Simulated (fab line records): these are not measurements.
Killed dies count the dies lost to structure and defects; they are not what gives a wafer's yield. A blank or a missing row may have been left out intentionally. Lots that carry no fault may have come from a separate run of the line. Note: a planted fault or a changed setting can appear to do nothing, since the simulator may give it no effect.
Chamber matching -- flow n5 finfet -- N5_BEOL_M9_STRIP_67 on rie diel-05: 3 sister chambers
The step strips in CF4. 14 wafers are shown with their chamber, then 5 later ones without.

## WAFERS, EACH WITH ITS CHAMBER
wafer,chamber,showerhead plenum p Torr (Torr),drypump motor current A (A),throttle valve pct (%)
L080.1,2,1.83,5.5,13.22
L080.2,1,1.66,5.7,13.73
L080.6,1,1.67,5.7,13.73
L083.2,2,1.83,5.5,13.25
L083.5,1,1.66,5.7,13.75
L083.6,0,1.71,6.0,13.89
L089.1,1,1.66,5.8,13.80
L089.2,2,1.83,5.5,13.27
L089.6,1,1.66,5.7,13.79
L090.1,2,1.83,5.5,13.27
L090.3,1,1.66,5.6,13.81
L090.6,0,1.71,6.0,13.94
L093.1,2,1.82,5.5,13.28
L093.4,1,1.66,5.7,13.82

SIGNATURES, as means of the wafers listed above
reading,chamber 0,chamber 1,chamber 2,scatter within a chamber
showerhead plenum p Torr,1.7100,1.6614,1.8280,0.00388
drypump motor current A,6.000,5.700,5.500,0.0426
throttle valve pct,13.9150,13.7757,13.2580,0.0334
Rule: for each reading, subtract the chamber's mean from the wafer's reading, divide by that reading's scatter and square the result; add these up over the readings and take the root, which gives the wafer's distance from the chamber. The wafer belongs to the nearest chamber; if the next one is less than 2 further off, it can't be placed. The scatter is the square root of a quotient: the sum, over the shown wafers, of each reading's squared deviation from its chamber's mean, divided by wafers minus chambers.

## WAFERS MISSING THEIR CHAMBER
wafer,showerhead plenum p Torr (Torr),drypump motor current A (A),throttle valve pct (%)
L093.6,1.82,5.6,13.27
L096.1,1.82,5.6,13.30
L096.5,1.82,5.6,13.29
L095.3,1.91,6.1,13.35
L095.5,1.91,6.0,13.37

## CHAMBER TAKEN BY EACH
wafer,from the rows above,in truth
L093.6,2,2
L096.1,2,2
L096.5,2,2
L095.3,2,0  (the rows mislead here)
L095.5,2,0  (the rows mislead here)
Correct placement for 3 of the 5. Can't be placed from these rows: 0. 2 placed wrongly.
